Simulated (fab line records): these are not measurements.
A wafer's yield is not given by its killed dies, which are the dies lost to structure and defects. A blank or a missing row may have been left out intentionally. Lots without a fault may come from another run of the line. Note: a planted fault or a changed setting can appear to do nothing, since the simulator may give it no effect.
Matching of chambers :: flow n5 finfet :: N5_BEOL_M5_PRE_CLEAN_77 on cvd co-02 has 3 sister chambers
The step time 15 s. 3 wafers are shown with their chamber, then 11 later ones without.

WAFERS PAIRED WITH THEIR CHAMBERS
wafer: L078.5
chamber: 0
heater power w (W): 63

wafer: L084.5
chamber: 1
heater power w (W): 66

wafer: L087.2
chamber: 2
heater power w (W): 59

WAFERS WITHOUT THEIR CHAMBER
wafer: L087.4
heater power w (W): 61

wafer: L087.5
heater power w (W): 58

wafer: L090.3
heater power w (W): 59

wafer: L090.5
heater power w (W): 65

wafer: L090.6
heater power w (W): 60

wafer: L094.1
heater power w (W): 66

wafer: L094.4
heater power w (W): 58

wafer: L094.5
heater power w (W): 62

wafer: L095.2
heater power w (W): 62

wafer: L095.4
heater power w (W): 63

wafer: L095.6
heater power w (W): 64

EACH ONE'S CHAMBER
wafer: L087.4
from the rows above: can't be placed: 0 or 2
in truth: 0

wafer: L087.5
from the rows above: 2
in truth: 2

wafer: L090.3
from the rows above: 2
in truth: 2

wafer: L090.5
from the rows above: can't be placed: 1 or 0
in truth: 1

wafer: L090.6
from the rows above: 2
in truth: 2

wafer: L094.1
from the rows above: 1
in truth: 1

wafer: L094.4
from the rows above: 2
in truth: 2

wafer: L094.5
from the rows above: 0
in truth: 0

wafer: L095.2
from the rows above: 0
in truth: 0

wafer: L095.4
from the rows above: 0
in truth: 0

wafer: L095.6
from the rows above: can't be placed: 0 or 1
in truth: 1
Correctly placed: 8 of 11. These rows do not allow placing 3 (true chamber among the candidates in 3). Placed wrongly: 0.
How it was worked out, from the rows above alone: a wafer's distance from a chamber is the root of the sum, over the readings, of the square of ((its reading less the chamber's mean) divided by the reading's scatter). The wafer belongs to the nearest chamber; if the next one is less than 2 further off, it can't be placed. A chamber's mean is the mean of its shown wafers. The scatter (one wafer shown for each chamber): square how far every hidden wafer sits from the nearest shown wafer, average those squares and take the square root.
